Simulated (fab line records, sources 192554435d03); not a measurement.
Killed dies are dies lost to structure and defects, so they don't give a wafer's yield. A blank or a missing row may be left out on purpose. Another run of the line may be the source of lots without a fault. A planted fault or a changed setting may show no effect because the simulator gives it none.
fab line records    flow n5Finfet
record lots=4  wafers=11  lastDay=18
route steps=1938 shown BEOL_M4@1099 BEOL_M5@1112 PASSIVATION@1936
lots untouched by any fault: they come from a run of this same line in which no faults occurred
startH: hours from the record's opening day to when the first of the lot's shown wafers began    waitH: hours from the lot's prior step to this one    " the same as in the row above    L1.1+2: a row that stands for several wafers    - no value, or no start given    * or withheld: withheld    < > ~ a bound
route shown NAME@n: a module of which the file shows steps, and the number in the route of the first    usual: mean and standard deviation over wafers with no fault    same: alike in all rows    chamber/n: place in a boat    sites: readings site by site    _std_site: the standard deviation of these    _edge_site: the outer-site mean with the inner-site mean subtracted    radiusMm: how far each site lies from the wafer's centre    mask NAME#n: copy n    behind: the tool/chamber that last shaped the wafer    hold: cause of the lot's hold/its duration in hours/its outcome    device: transistor that didn't switch, given as n, p or np    end of line: the same wafers' tests at the end of the route    for a step that has no rows: nothing shown but its recipe    killed: dies that structure and defects cost at the first sort, which is not the same as the wafer's yield    map: per-die view of a wafer (x killed, . not killed, _ where there is no die)
set.NAME: the setting that was run; set.NAME@STEP: the one run at that earlier step    model.NAME: the simulator's own value behind a step, which no gauge read
lots at selected steps of the route; one table per step, one row per wafer
services: from which hour (startH, from the record's first day; less than 0 if before it) a tool's chamber was out of use, for how many hours, and why
## steps
# step N5_BEOL_M4_ANNEAL_95
# recipe tempC=400  timeS=240  ambient=vacuum
# step N5_BEOL_M4_SPUTTER_96
# recipe material=Cu  targetThkA=45  tempC=-20  chamberPressurePa=0.07  powerW=withheld  timeS=8.29
# step N5_BEOL_M4_ECD_50
# recipe material=Cu  targetThkA=3000
# step N5_BEOL_M4_ANNEAL_51
# recipe tempC=225  timeS=90  ambient=N2
# step N5_BEOL_M4_CMP_52
# recipe stopOn=SiOC  tOverpolishS=6.8  downForcePsi=1  platenRpm=50  clearingPlatenDownForcePsi=1.5  clearingPlatenRpm=50  postCmpClean=cuAlkaline  targetThkNm=40  clearingPlatenPadVelocityMS=0.99484  padVelocityMS=0.99484
# step N5_BEOL_M4_PRE_CLEAN_60
# recipe gas=NH3/H2  timeS=15  tempC=*  rfPowerW=300
# step N5_BEOL_M4_CO_CAP_55
# recipe material=Co  targetThkA=20  tempC=200  precursor=CCTBA/H2  pressureTorr=30  timeS=102.1
# step N5_BEOL_M4_PRE_CLEAN_56
# recipe gas=NH3  timeS=15  tempC=withheld  rfPowerW=300
# step N5_BEOL_M4_DEP_57
# recipe material=SiCN  targetThkA=80  tempC=withheld  precursor=3MS/NH3  pressureTorr=3  rfW=202  timeS=14
# step N5_BEOL_M4_RC_MEAS_101
# usual DIBL_N=36.3/1.6  DIBL_P=36.5/1.6  IOFF_N=0.163/0.026  IOFF_P=0.22/0.033  ION_N=676/9.9  ION_P=464/6.5  SS_N=71.5/0.5  SS_P=73.3/0.64  VT_N=249.3/2.9  VT_P=-250/3.2
lot.wafer  tool       chamber  startH  waitH  DIBL_N[mV/V]  DIBL_P[mV/V]  IOFF_N[nA/um]  IOFF_P[nA/um]  ION_N[uA/um]  ION_P[uA/um]  SS_N[mV/dec]  SS_P[mV/dec]  VT_N[mV]  VT_P[mV]
L557.2     prober-02  0        254.54  0.2    35.6          35.8          0.148          0.21           676           454           72.2          73.1          248.0     -250
L557.3     "          0        "       "      35.1          35.2          0.147          0.20           685           475           71.0          73.3          250.1     -250
L558.2     prober-01  0        257.92  0.2    35.9          36.6          0.155          0.22           668           465           71.4          73.5          249.2     -248
L558.3     "          0        "       "      36.9          37.0          0.171          0.23           669           461           71.7          73.5          248.5     -246
L558.5     "          0        "       "      35.1          35.6          0.145          0.22           666           462           71.0          73.2          254.2     -248
L561.3     prober-02  0        271.06  0.3    38.8          38.6          0.221          0.25           688           465           72.2          73.3          246.4     -249
L561.4     "          0        "       "      36.6          36.2          0.177          0.21           673           457           72.2          73.1          248.0     -252
L561.5     "          0        "       "      37.1          36.6          0.181          0.21           685           461           71.1          73.8          247.4     -251
L570.2     prober-01  0        320.63  0.2    36.4          35.6          0.161          0.23           686           466           72.0          73.8          247.9     -248
L570.3     "          0        "       "      36.5          35.7          0.180          0.24           687           467           71.3          73.3          248.0     -247
L570.5     "          0        "       "      37.7          36.8          0.195          0.25           691           467           72.5          74.8          244.9     -246
# step N5_BEOL_M5_ILD_DEP_00
# recipe material=SiCOH_lowk  targetThkA=1406.4  tempC=300  precursor=DEMS/porogen  pressureTorr=5  rfW=500  timeS=25.9
# step N5_BEOL_M5_CURE_79
# recipe tempC=385  timeS=240  ambient=He/Ar  material=SiCOH_lowk
# step N5_BEOL_M5_PECVD_70
# recipe material=SiO2  targetThkA=160  tempC=400  precursor=TEOS/O2  pressureTorr=5.5  rfW=450  teosFlowSccm=53.8  gas=O2  flowSccm=3000  timeS=18
# step N5_BEOL_M5_HM_DEP_02
# recipe material=TiN  targetThkA=200  tempC=25  chamberPressurePa=0.49996
# step N5_BEOL_M5_COAT_59
# recipe resist=SOC  tempC=250  timeS=60  spinRpm=1500  resistThkNm=60
# step N5_BEOL_M5_COAT_60
# recipe resist=SiARC  tempC=220  timeS=60  spinRpm=1500  resistThkNm=12
# step N5_BEOL_M5_COAT_71
# recipe resist=underlayer  tempC=205  timeS=60  spinRpm=1500  resistThkNm=5
# step N5_BEOL_M5_COAT_05
# recipe resist=CAR-EUV  spinRpm=1500  resistThkNm=30
# step N5_BEOL_M5_EBR_07
# recipe solvent=PGMEA  ebrWidthMm=1.5
# step N5_BEOL_M5_SOFTBAKE_06
# recipe tempC=110  timeS=60  resist=CAR-EUV
# step N5_BEOL_M5_EXPOSE_08
# recipe maskId=M5  na=0.33  sourceShape=annular  sigmaInner=0.4  sigmaOuter=0.8  polarization=unpolarized  targetCdNm=28  doseMj=35.75
# step N5_BEOL_M5_PEB_09
# recipe pebTempC=100  pebTimeS=60  resist=CAR-EUV
# step N5_BEOL_M5_DEVELOP_10
# recipe developTimeS=30  developer=TMAH  resist=CAR-EUV  rinseLiquid=surfactantRinse  dry=airSpin  devTempC=23
# step N5_BEOL_M5_DESCUM_16
# recipe chemistry=O2  timeS=7  sourcePowerW=50  biasPowerW=20  pressureMtorr=20  rfFrequencyHz=2.712e+07  tempC=40  resist=CAR-EUV  o2FlowSccm=225
# step N5_BEOL_M5_ETCH_72
# recipe chemistry=N2/H2  target=underlayer  targetDepthA=65  maskMaterial=CAR-EUV  timeS=5.2  ionEnergyEv=200  pressureMtorr=30  sourceW=840  biasW=150  n2FlowSccm=200  h2FlowSccm=200  ends=cleared
# step N5_BEOL_M5_ETCH_61
# recipe chemistry=CF4  target=SiARC  targetDepthA=156  maskMaterial=CAR-EUV  timeS=26  ionEnergyEv=80  pressureMtorr=40  sourceW=545  biasW=36  Ar_flow_sccm=100  cf4FlowSccm=100  ends=cleared
# step N5_BEOL_M5_ETCH_62
# recipe chemistry=N2/H2  target=SOC  targetDepthA=750  overetchA=150  maskMaterial=SiARC  tempC=40  timeS=112.5  ionEnergyEv=200  pressureMtorr=30  sourceW=840  biasW=150  n2FlowSccm=200  h2FlowSccm=200
# usual drypumpMotorCurrentA=5.7/0.35  oesProductAu=0.62/0.061  rfVppV=523.7/2.8  showerheadPlenumPTorr=2.54/0.098  throttleValvePct=17.83/0.26
lot.wafer  tool        chamber  startH  waitH  drypumpMotorCurrentA  oesProductAu  rfHoursCounterH  rfVppV  showerheadPlenumPTorr  throttleValvePct  model.etch.depthNm  model.SiARC_of_BEOL_M5_COAT_60.thkNm  model.BEOL_M5.cdNm
L557.2     rieDiel-05  0        257.46  0.0    6.2                   0.49          186              522.6   2.52                   17.87             45.76               9.4                                   27
L557.3     "           2        "       "      6.0                   0.56          226              526.1   2.62                   17.57             60.26               6.8                                   28
L558.2     rieDiel-05  0        261.53  0.0    6.1                   0.49          186              522.8   2.52                   17.86             45.73               9.4                                   27.4
L558.3     "           3        "       "      5.5                   0.70          39               521.8   2.49                   17.77             60.61               6.8                                   28.2
L558.5     "           0        "       "      6.1                   0.56          -                523.5   2.52                   17.88             60.62               6.8                                   28.2
L561.3     rieDiel-02  3        274.28  0.0    5.5                   0.58          191              523.8   2.52                   17.98             60.05               7                                     27.8
L561.4     "           1        "       "      6.3                   0.61          128              527.8   2.67                   18.20             60.25               6.8                                   28
L561.5     "           3        "       "      5.5                   0.58          -                524.1   2.52                   17.99             60.03               7                                     27.8
L570.2     rieDiel-05  2        323.01  0.0    6.0                   0.55          246              526.4   2.61                   17.61             60.15               6.8                                   28.2
L570.3     "           0        "       "      6.1                   0.56          199              522.2   2.52                   17.90             60.4                6.8                                   28.2
L570.5     "           3        "       "      5.6                   0.68          -                522.3   2.48                   17.80             60.34               6.8                                   28
# step N5_BEOL_M5_STRIP_63
# recipe chemistry=N2/H2  tempC=40  n2FlowSccm=200  h2FlowSccm=200  rfFrequencyHz=6e+07
# step N5_BEOL_M5_STRIP_73
# recipe chemistry=N2/H2  tempC=40  n2FlowSccm=200  h2FlowSccm=200  rfFrequencyHz=6e+07
# step N5_BEOL_M5_STRIP_64
# recipe chemistry=CF4  resist=SiARC  powerW=300  biasPowerW=75  pressureMtorr=50  cf4FlowSccm=150  rfFrequencyHz=6e+07
# step N5_BEOL_M5_HM_OPEN_17
# recipe chemistry=Cl2/BCl3  targetDepthA=200  overetchA=60  target=TiN  maskMaterial=SOC  ionEnergyEv=150  pressureMtorr=10  icpW=1000  biasW=126  Cl2_flow_sccm=53.25  bcl3FlowSccm=21.75  Ar_flow_sccm=25
# usual bcl3FlowSccm=21.75/0.065  drypumpMotorCurrentA=5.8/0.35  oesProductAu=0.68/0.093  throttleValvePct=22.18/0.16
lot.wafer  tool         chamber  startH  waitH  bcl3FlowSccm  drypumpMotorCurrentA  oesProductAu  rfHoursCounterH  throttleValvePct
L557.2     rieMetal-01  1        257.63  0.0    21.75         6.3                   0.23          113              22.74
L557.3     "            1        "       "      21.76         6.2                   0.53          -                22.10
L558.2     rieMetal-02  0        261.69  0.0    21.73         5.3                   0.28          56               23.07
L558.3     "            0        "       "      21.70         5.3                   0.62          -                22.42
L558.5     "            0        "       "      21.73         5.3                   0.62          -                22.42
L561.3     rieMetal-02  0        274.48  0.1    21.67         5.3                   0.60          -                22.46
L561.4     "            1        "       "      21.63         5.7                   0.76          -                22.18
L561.5     "            1        "       "      21.63         5.7                   0.77          -                22.19
L570.2     rieMetal-01  0        323.18  0.0    21.71         6.1                   0.72          17               22.01
L570.3     "            0        "       "      21.78         6.1                   0.71          -                22.03
L570.5     "            0        "       "      21.76         6.1                   0.72          -                22.03
# step N5_BEOL_M5_STRIP_19
# recipe chemistry=O2  powerW=400  tempC=40  pressureMtorr=30  rfFrequencyHz=6e+07  biasPowerW=0  overashFraction=0.2  o2FlowSccm=225
# step N5_BEOL_M5_CD_MEAS_18
# recipe pitchNm=56  targetCdNm=28
# usual cdNm=28.12/0.26
lot.wafer  tool      chamber  startH  waitH  cdNm
L557.2     cdSem-01  -        257.97  0.1    -
L557.3     "         -        "       "      28.30
L558.2     cdSem-03  -        261.88  0.1    -
L558.3     "         -        "       "      28.44
L558.5     "         -        "       "      28.02
L561.3     cdSem-03  -        274.63  0.1    27.77
L561.4     "         -        "       "      28.33
L561.5     "         -        "       "      28.11
L570.2     cdSem-01  -        323.36  0.1    28.22
L570.3     "         -        "       "      27.72
L570.5     "         -        "       "      28.34
# step N5_BEOL_M5_COAT_65
# recipe resist=SOC  tempC=250  timeS=60  spinRpm=1500  resistThkNm=60
# step N5_BEOL_M5_COAT_66
# recipe resist=SiARC  tempC=220  timeS=60  spinRpm=1500  resistThkNm=12
# step N5_BEOL_M5_VIA_ETCH_34
# recipe chemistry=C4F6/O2  target=SiCOH_lowk  targetDepthA=883  maskMaterial=SOC  taperDeg=4  timeS=39.2  ionEnergyEv=250  pressureMtorr=30  sourceW=345  biasW=185  Ar_flow_sccm=300  C4F6_flow_sccm=10  O2_flow_sccm=10
# usual drypumpMotorCurrentA=5.7/0.34  oesProductAu=0.78/0.083  rfVppV=664/5.6  showerheadPlenumPTorr=2.84/0.12  throttleValvePct=20.94/0.26
lot.wafer  tool        chamber  startH  waitH  drypumpMotorCurrentA  oesProductAu  rfHoursCounterH  rfVppV  showerheadPlenumPTorr  throttleValvePct
L557.2     rieDiel-06  0        259.91  0.0    5.7                   0.30          128              663     2.97                   20.82
L557.3     "           1        "       "      5.9                   0.74          158              667     2.63                   21.32
L558.2     rieDiel-06  2        265.10  0.0    5.9                   0.26          189              655     2.72                   21.12
L558.3     "           0        "       "      5.7                   0.79          130              665     2.97                   20.98
L558.5     "           3        "       "      5.3                   0.92          -                672     3.02                   20.50
L561.3     rieDiel-06  2        277.33  0.0    5.8                   0.71          193              655     2.72                   21.26
L561.4     "           3        "       "      5.3                   0.92          29               672     3.02                   20.50
L561.5     "           1        "       "      5.9                   0.75          -                666     2.62                   21.32
L570.2     rieDiel-05  0        324.80  0.0    6.2                   0.71          200              666     2.84                   20.97
L570.3     "           3        "       "      5.6                   0.86          59               666     2.79                   20.85
L570.5     "           1        "       "      5.2                   0.82          -                653     2.77                   20.91
# step N5_BEOL_M5_ETCH_41
# recipe chemistry=CH3F/O2  target=SiCN  targetDepthA=315  taperDeg=2  timeS=56.7  ionEnergyEv=120  maskMaterial=TiN  pressureMtorr=30  sourceW=395  biasW=75  Ar_flow_sccm=150  CH3F_flow_sccm=30  O2_flow_sccm=20
# usual drypumpMotorCurrentA=5.7/0.34  oesProductAu=0.78/0.083  rfVppV=297.4/2  showerheadPlenumPTorr=2.00/0.089  throttleValvePct=16.38/0.26
lot.wafer  tool        chamber  startH  waitH  drypumpMotorCurrentA  oesProductAu  rfHoursCounterH  rfVppV  showerheadPlenumPTorr  throttleValvePct  model.BEOL_M5.cdNm
L557.2     rieDiel-06  0        -       -      5.7                   0.78          128              299.5   2.09                   16.39             27
L557.3     "           1        "       "      5.9                   0.75          158              295.7   1.84                   16.74             27.8
L558.2     rieDiel-06  2        -       -      5.9                   0.71          189              295.0   1.91                   16.70             27.4
L558.3     "           0        "       "      5.7                   0.79          130              298.9   2.09                   16.40             28.4
L558.5     "           3        "       "      5.3                   0.92          -                298.5   2.13                   15.93             28.2
L561.3     rieDiel-06  2        -       -      5.9                   0.70          193              296.0   1.91                   16.70             27.8
L561.4     "           3        "       "      5.3                   0.91          29               300.9   2.13                   15.91             28
L561.5     "           1        "       "      6.0                   0.74          -                294.6   1.84                   16.75             27.8
L570.2     rieDiel-05  0        -       -      6.2                   0.71          200              299.3   1.99                   16.42             28.2
L570.3     "           3        "       "      5.6                   0.85          59               297.4   1.96                   16.19             28
L570.5     "           1        "       "      5.2                   0.82          -                295.4   1.95                   16.30             28
# step N5_BEOL_M5_OCD_MEAS_38
# usual trenchDepthNm=71.6/1.1
lot.wafer  tool    chamber  startH  waitH  trenchDepthNm
L557.2     ocd-01  -        260.15  -      -
L557.3     "       -        "       "      73.0
L558.2     ocd-02  -        265.34  -      -
L558.3     "       -        "       "      72.1
L558.5     "       -        "       "      74.1
L561.3     ocd-02  -        277.57  -      70.8
L561.4     "       -        "       "      73.9
L561.5     "       -        "       "      72.6
L570.2     ocd-02  -        325.04  -      71.2
L570.3     "       -        "       "      71.5
L570.5     "       -        "       "      72.4
# step N5_PASSIVATION_PROBE_49
# usual defectLimitedYield=91.2/1.5  killed_at_M0_to_M3=32/9.6  killed_at_M4_up=13/5.3  killedAtContacts=13/6.7  killedAtFrontEnd=42/11  killedAtOther=3.8/2.9  killedDies=103/17  killedOnRim=14/4.4  killedOpen=67/13  killedShort=35/7.9  sort_bin_5_function=5.2/0.94  sort_bin_6_memory=3.3/0.64  sortNPass=1077/17  sortYieldPct=91.2/1.5
# same grossDies=1180  killedAtBackSide=0  sort_bin_4_leakage[%]=0  sort_bin_8_speed[%]=0
lot.wafer  tool       chamber  startH  waitH  defectLimitedYield[%]  killed_at_M0_to_M3  killed_at_M4_up  killedAtContacts  killedAtFrontEnd  killedAtOther  killedDies  killedOnRim  killedOpen  killedShort  sort_bin_5_function[%]  sort_bin_6_memory[%]  sortNPass  sortYieldPct[%]
L557.2     prober-02  -        358.30  0.1    0                      33                  1084             10                47                6              1180        152          76          32           95.8                    3.7                   0          0
L558.2     prober-01  -        367.08  0.1    0                      39                  1092             10                34                5              1180        152          56          38           96.8                    2.7                   0          0
L558.3     prober-01  -        367.13  0.1    91.7                   27                  12               9                 43                7              98          22           64          31           5.1                     3.1                   1082       91.7
# killed by level:class
L557.2 BEOL_M5:areaEtch=1071 BEOL_M0_SAQP:geometricParticle:open=10 STI_FIN_REVEAL:geometricParticle:open=9 ILD0:geometricParticle:open=8 BEOL_M3:geometricParticle:open=7 MOL_CONTACT_COAG:geometricParticle:open=6 ILD0:geometricParticle:short=5 GATE_CUT:geometricParticle:short=5
L558.2 BEOL_M5:areaEtch=1086 BEOL_M3:geometricParticle:open=9 STI_FIN_REVEAL:geometricParticle:open=8 MOL_CONTACT_COAG:geometricParticle:open=8 STI_FIN_REVEAL:geometricParticle:short=5 DUMMY_GATE:geometricParticle:open=5 GATE_CUT:geometricParticle:open=5 BEOL_M0:geometricParticle:short=5
L558.3 DUMMY_GATE:geometricParticle:open=10 BEOL_M3:geometricParticle:open=10 FIN_SAQP:geometricParticle:short=6 FIN_SAQP:geometricParticle:open=5 STI_FIN_REVEAL:geometricParticle:open=5 MOL_CONTACT_COAG:geometricParticle:open=5 DUMMY_GATE:geometricParticle:short=4 GATE_CUT:geometricParticle:short=4
# map L557.2 (x killed, . not)
_________________xxxxxxxxxxxx________________
______________xxxxxxxxxxxxxxxxxx_____________
___________xxxxxxxxxxxxxxxxxxxxxxxx__________
__________xxxxxxxxxxxxxxxxxxxxxxxxxx_________
________xxxxxxxxxxxxxxxxxxxxxxxxxxxxxx_______
_______xxxxxxxxxxxxxxxxxxxxxxxxxxxxxxxx______
______xxxxxxxxxxxxxxxxxxxxxxxxxxxxxxxxxx_____
_____xxxxxxxxxxxxxxxxxxxxxxxxxxxxxxxxxxxx____
____xxxxxxxxxxxxxxxxxxxxxxxxxxxxxxxxxxxxxx___
___xxxxxxxxxxxxxxxxxxxxxxxxxxxxxxxxxxxxxxxx__
___xxxxxxxxxxxxxxxxxxxxxxxxxxxxxxxxxxxxxxxx__
__xxxxxxxxxxxxxxxxxxxxxxxxxxxxxxxxxxxxxxxxxx_
__xxxxxxxxxxxxxxxxxxxxxxxxxxxxxxxxxxxxxxxxxx_
_xxxxxxxxxxxxxxxxxxxxxxxxxxxxxxxxxxxxxxxxxxxx
_xxxxxxxxxxxxxxxxxxxxxxxxxxxxxxxxxxxxxxxxxxxx
_xxxxxxxxxxxxxxxxxxxxxxxxxxxxxxxxxxxxxxxxxxxx
_xxxxxxxxxxxxxxxxxxxxxxxxxxxxxxxxxxxxxxxxxxxx
_xxxxxxxxxxxxxxxxxxxxxxxxxxxxxxxxxxxxxxxxxxxx
_xxxxxxxxxxxxxxxxxxxxxxxxxxxxxxxxxxxxxxxxxxxx
_xxxxxxxxxxxxxxxxxxxxxxxxxxxxxxxxxxxxxxxxxxxx
_xxxxxxxxxxxxxxxxxxxxxxxxxxxxxxxxxxxxxxxxxxxx
__xxxxxxxxxxxxxxxxxxxxxxxxxxxxxxxxxxxxxxxxxx_
__xxxxxxxxxxxxxxxxxxxxxxxxxxxxxxxxxxxxxxxxxx_
___xxxxxxxxxxxxxxxxxxxxxxxxxxxxxxxxxxxxxxxx__
___xxxxxxxxxxxxxxxxxxxxxxxxxxxxxxxxxxxxxxxx__
____xxxxxxxxxxxxxxxxxxxxxxxxxxxxxxxxxxxxxx___
_____xxxxxxxxxxxxxxxxxxxxxxxxxxxxxxxxxxxx____
______xxxxxxxxxxxxxxxxxxxxxxxxxxxxxxxxxx_____
_______xxxxxxxxxxxxxxxxxxxxxxxxxxxxxxxx______
________xxxxxxxxxxxxxxxxxxxxxxxxxxxxxx_______
__________xxxxxxxxxxxxxxxxxxxxxxxxxx_________
___________xxxxxxxxxxxxxxxxxxxxxxxx__________
______________xxxxxxxxxxxxxxxxxx_____________
_________________xxxxxxxxxxxx________________
# map L558.2 (x killed, . not)
_________________xxxxxxxxxxxx________________
______________xxxxxxxxxxxxxxxxxx_____________
___________xxxxxxxxxxxxxxxxxxxxxxxx__________
__________xxxxxxxxxxxxxxxxxxxxxxxxxx_________
________xxxxxxxxxxxxxxxxxxxxxxxxxxxxxx_______
_______xxxxxxxxxxxxxxxxxxxxxxxxxxxxxxxx______
______xxxxxxxxxxxxxxxxxxxxxxxxxxxxxxxxxx_____
_____xxxxxxxxxxxxxxxxxxxxxxxxxxxxxxxxxxxx____
____xxxxxxxxxxxxxxxxxxxxxxxxxxxxxxxxxxxxxx___
___xxxxxxxxxxxxxxxxxxxxxxxxxxxxxxxxxxxxxxxx__
___xxxxxxxxxxxxxxxxxxxxxxxxxxxxxxxxxxxxxxxx__
__xxxxxxxxxxxxxxxxxxxxxxxxxxxxxxxxxxxxxxxxxx_
__xxxxxxxxxxxxxxxxxxxxxxxxxxxxxxxxxxxxxxxxxx_
_xxxxxxxxxxxxxxxxxxxxxxxxxxxxxxxxxxxxxxxxxxxx
_xxxxxxxxxxxxxxxxxxxxxxxxxxxxxxxxxxxxxxxxxxxx
_xxxxxxxxxxxxxxxxxxxxxxxxxxxxxxxxxxxxxxxxxxxx
_xxxxxxxxxxxxxxxxxxxxxxxxxxxxxxxxxxxxxxxxxxxx
_xxxxxxxxxxxxxxxxxxxxxxxxxxxxxxxxxxxxxxxxxxxx
_xxxxxxxxxxxxxxxxxxxxxxxxxxxxxxxxxxxxxxxxxxxx
_xxxxxxxxxxxxxxxxxxxxxxxxxxxxxxxxxxxxxxxxxxxx
_xxxxxxxxxxxxxxxxxxxxxxxxxxxxxxxxxxxxxxxxxxxx
__xxxxxxxxxxxxxxxxxxxxxxxxxxxxxxxxxxxxxxxxxx_
__xxxxxxxxxxxxxxxxxxxxxxxxxxxxxxxxxxxxxxxxxx_
___xxxxxxxxxxxxxxxxxxxxxxxxxxxxxxxxxxxxxxxx__
___xxxxxxxxxxxxxxxxxxxxxxxxxxxxxxxxxxxxxxxx__
____xxxxxxxxxxxxxxxxxxxxxxxxxxxxxxxxxxxxxx___
_____xxxxxxxxxxxxxxxxxxxxxxxxxxxxxxxxxxxx____
______xxxxxxxxxxxxxxxxxxxxxxxxxxxxxxxxxx_____
_______xxxxxxxxxxxxxxxxxxxxxxxxxxxxxxxx______
________xxxxxxxxxxxxxxxxxxxxxxxxxxxxxx_______
__________xxxxxxxxxxxxxxxxxxxxxxxxxx_________
___________xxxxxxxxxxxxxxxxxxxxxxxx__________
______________xxxxxxxxxxxxxxxxxx_____________
_________________xxxxxxxxxxxx________________
## services
tool         chamber  startH  hours  kind
rieDiel-02   1        234.79  10.1   repair
rieMetal-02  -        239.47  1.7    repair
rieDiel-05   0        290.58  14.1   repair
rieMetal-01  -        292.87  14.6   pm
rieMetal-02  1        310.40  10.4   repair
rieDiel-06   2        323.89  4.5    repair
## key
firstSign step=N5_BEOL_M5_HM_OPEN_17  reading=oesProductAu  direction=down  sigmas=4.5  usual=0.68  struck=0.26
effect step=N5_BEOL_M5_CD_MEAS_18  reading=cdNm  direction=missing
effect step=N5_BEOL_M5_VIA_ETCH_34  reading=oesProductAu  direction=down  sigmas=6  usual=0.78  struck=0.28
effect step=N5_BEOL_M5_OCD_MEAS_38  reading=trenchDepthNm  direction=missing
effect step=N5_PASSIVATION_PROBE_49  reading=killed_at_M4_up  direction=up  sigmas=99+  usual=13  struck=1088
modelEffect step=N5_BEOL_M5_ETCH_62  value=etch.depthNm  without=60.26  struck=45.75
modelEffect step=N5_BEOL_M5_ETCH_41  value=BEOL_M5.cdNm  without=28.3  struck=27.2
moreKillsBornAt N5_BEOL_M5_ETCH_62@rieDiel-05=2157
metAt N5_BEOL_M5_ETCH_62
struckWafers L557.2,L558.2
laterRowsLeftOut L557.2,L558.2
fault kind=processParameterDrift  tool=rieDiel-05  chamber=-  onsetH=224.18  steps=N5_BEOL_M5_ETCH_62  channel=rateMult  offset=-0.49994  shape=step  endH=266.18  scope=struckWafersOnly
# laterRowsLeftOut: the simulator's readings of these wafers behind a module that went badly wrong aren't trusted and aren't shown, but for the sort
